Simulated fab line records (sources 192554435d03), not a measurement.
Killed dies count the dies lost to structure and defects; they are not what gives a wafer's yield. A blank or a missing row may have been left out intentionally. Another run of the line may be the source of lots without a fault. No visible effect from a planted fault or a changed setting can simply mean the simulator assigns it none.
Struck lot and sound lot, side by side    flow n5Finfet    38 out of 1938 route steps
Sound: the wafers L797.1, L797.3, L797.5. The struck wafers were L810.1, L810.5, L810.6. The cause comes at the end.
Per side, at each step with rows, come the tool, then ch with its chambers, and then its first start. Under that, the readings that differ: sound wafers    struck wafers    difference of the means    sigmas: that difference in standard deviations of wafers without a fault.
alike: a reading whose means differ by less than 2 such deviations, as well as words and numbers matching on both sides. not compared: withheld readings; readings where some wafer has no value; bounds like >300 that might hide an equal value; numbers whose values overlap and for which the record gives no deviation.
A row with sigmas, a row that says differs or no value, or rows on one side alone: a step with any of these is where the two part. Numbers that have no deviation but don't overlap get no sigmas and don't part them. A reading missing from all wafers of one side parts the sides only when that side holds two or more wafers.

first, 9 steps without rows for these wafers: N5_BEOL_M4_ANNEAL_95 (time 240 s); N5_BEOL_M4_SPUTTER_96 (material Cu, target thk 4.5 nm, time 8.29 s); N5_BEOL_M4_ECD_50 (material Cu, target thk 300 nm); N5_BEOL_M4_ANNEAL_51 (time 90 s); N5_BEOL_M4_CMP_52 (polishes, stops on SiOC, t overpolish 6.8 s, target thk 40 nm); N5_BEOL_M4_PRE_CLEAN_60 (time 15 s); N5_BEOL_M4_CO_CAP_55 (material Co, precursor CCTBA/H2, target thk 2 nm, time 102.1 s); N5_BEOL_M4_PRE_CLEAN_56 (time 15 s); N5_BEOL_M4_DEP_57 (deposits SiCN from 3MS/NH3, target thk 8 nm, time 14 s).
N5_BEOL_M4_RC_MEAS_101:
  sound on prober-02 ch 0, day 8 12:49; struck on prober-02 ch 0, day 11 16:53
  alike: DIBL_N, DIBL_P, IOFF_N, IOFF_P, ION_N, ION_P, SS_N, SS_P, VT_N, VT_P
then, 24 steps without rows for these wafers: N5_BEOL_M5_ILD_DEP_00 (deposits SiCOH lowk from DEMS/porogen, target thk 140.64 nm, time 25.9 s); N5_BEOL_M5_CURE_79 (cures SiCOH lowk, time 240 s); N5_BEOL_M5_PECVD_70 (deposits SiO2 from TEOS/O2, target thk 16 nm, time 18 s); N5_BEOL_M5_HM_DEP_02 (deposits TiN, target thk 20 nm); N5_BEOL_M5_COAT_59 (time 60 s, resist thk 60 nm); N5_BEOL_M5_COAT_60 (time 60 s, resist thk 12 nm); N5_BEOL_M5_COAT_71 (time 60 s, resist thk 5 nm); N5_BEOL_M5_COAT_05 (resist thk 30 nm); N5_BEOL_M5_EBR_07; N5_BEOL_M5_SOFTBAKE_06 (time 60 s); N5_BEOL_M5_EXPOSE_08 (exposes mask M5, target cd 28 nm); N5_BEOL_M5_PEB_09 (peb time 60 s); N5_BEOL_M5_DEVELOP_10 (develop time 30 s); N5_BEOL_M5_DESCUM_16 (chemistry O2, time 7 s); N5_BEOL_M5_ETCH_72 (etches underlayer in N2/H2, target depth 6.5 nm, time 5.2 s); N5_BEOL_M5_ETCH_61 (etches SiARC in CF4, target depth 15.6 nm, time 26 s); N5_BEOL_M5_ETCH_62 (etches SOC in N2/H2, target depth 75 nm, overetch 15 nm, time 112.5 s); N5_BEOL_M5_STRIP_63 (strips in N2/H2); N5_BEOL_M5_STRIP_73 (strips in N2/H2); N5_BEOL_M5_STRIP_64 (strips in CF4); N5_BEOL_M5_HM_OPEN_17 (chemistry Cl2/BCl3, target TiN, target depth 20 nm, overetch 6 nm); N5_BEOL_M5_STRIP_19 (strips in O2); N5_BEOL_M5_COAT_65 (time 60 s, resist thk 60 nm); N5_BEOL_M5_COAT_66 (time 60 s, resist thk 12 nm).
N5_BEOL_M6_ILD_DEP_00: deposits SiCOH lowk from DEMS/porogen, target thk 179.75 nm, time 33.4 s.
  sound on pecvd-02 ch 0,2, day 9 14:13; struck on pecvd-02 ch 0,2, day 12 07:03
reading                                            sound            struck           difference  sigmas
model.SiCOH_lowk_of_BEOL_M6_ILD_DEP_00.thkNm (nm)  178 178.6 179.6  323.4 332 330.6  +149.9      
  alike: heaterPowerOuterW, heaterPowerW, showerheadPlenumPTorr, susceptorTempC, throttleValvePct
N5_BEOL_M6_THK_MEAS_01:
  struck on filmMetro-01, day 12 07:37; sound on filmMetro-02, day 9 15:17
reading          sound              struck             difference  sigmas
M6_ILD_THK (nm)  153.4 154.1 154.8  280.9 289.0 287.6  +131.7      +69
N5_BEOL_M6_CMP_52: polishes, stops on SiCOH lowk, t overpolish 6.9 s, target thk 80 nm.
  sound on cmp-03 ch 1,3, day 9 23:49; struck on cmp-02 ch 0,2,3, day 12 17:38
reading                                            sound            struck             difference  sigmas
model.SiCOH_lowk_of_BEOL_M6_ILD_DEP_00.thkNm (nm)  150.4 151 151.8  278.2 285.8 284.6  +131.8      
  alike: clearingPlatenRpm, headPressurePsi, motorCurrentA
-- here the record skips 4 days between the struck wafers' starts before and after, leaving off in module BEOL_M6 and picking up in module PASSIVATION (first step shown: number 1936 of the route) --
N5_PASSIVATION_PROBE_49:
  only the struck wafers here have rows in the record (prober-01, day 16 13:55); the sound ones have none

## WHERE THEY PART
Last at N5_PASSIVATION_PROBE_49 as far as this record goes, first at N5_BEOL_M6_THK_MEAS_01.

WHY: what the simulator had put in
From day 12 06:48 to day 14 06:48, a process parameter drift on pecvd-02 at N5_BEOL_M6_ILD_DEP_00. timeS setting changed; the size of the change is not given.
